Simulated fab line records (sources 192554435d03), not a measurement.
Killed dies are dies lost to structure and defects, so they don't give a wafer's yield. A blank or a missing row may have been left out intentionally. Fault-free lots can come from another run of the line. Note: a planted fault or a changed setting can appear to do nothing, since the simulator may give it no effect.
Chamber matching | flow n5-finfet | 3 sister chambers for N5_BEOL_M5_PRE_CLEAN_77 on cvd-co-01
The step time 15 s. 6 wafers are shown with their chamber, then 12 later ones without.

WAFERS WITH THEIR CHAMBER
wafer  | chamber | heater-power-w (W)
L088.4 | 1       | 58
L088.5 | 0       | 92
L088.6 | 2       | 76
L093.1 | 2       | 75
L093.2 | 1       | 61
L093.6 | 0       | 93

WAFERS MISSING THEIR CHAMBER
wafer  | heater-power-w (W)
L094.1 | 61
L094.2 | 96
L094.3 | 78
L094.4 | 95
L094.5 | 59
L094.6 | 78
L095.2 | 97
L095.3 | 58
L095.5 | 57
L096.2 | 95
L096.5 | 95
L096.6 | 61

CHAMBER TAKEN BY EACH
wafer  | from the rows above | in truth
L094.1 | 1                   | 1
L094.2 | 0                   | 0
L094.3 | 2                   | 2
L094.4 | 0                   | 0
L094.5 | 1                   | 1
L094.6 | 2                   | 2
L095.2 | 0                   | 0
L095.3 | 1                   | 1
L095.5 | 1                   | 1
L096.2 | 0                   | 0
L096.5 | 0                   | 0
L096.6 | 1                   | 1
Correctly placed: 12 of 12. Number that these rows cannot place: 0. Wrongly placed: 0.
How it was worked out, from the rows above alone: a wafer's distance from a chamber is the root of the sum, over the readings, of the square of ((its reading less the chamber's mean) divided by the reading's scatter). If the next closest chamber is less than 2 further off than the closest, the wafer can't be placed; otherwise it belongs to the closest. For every chamber, the mean is computed from those of its wafers that are shown. How the scatter is found: for the shown wafers, subtract from each reading the mean of its chamber, square and add these, divide the total by (wafers less chambers), then take the root.
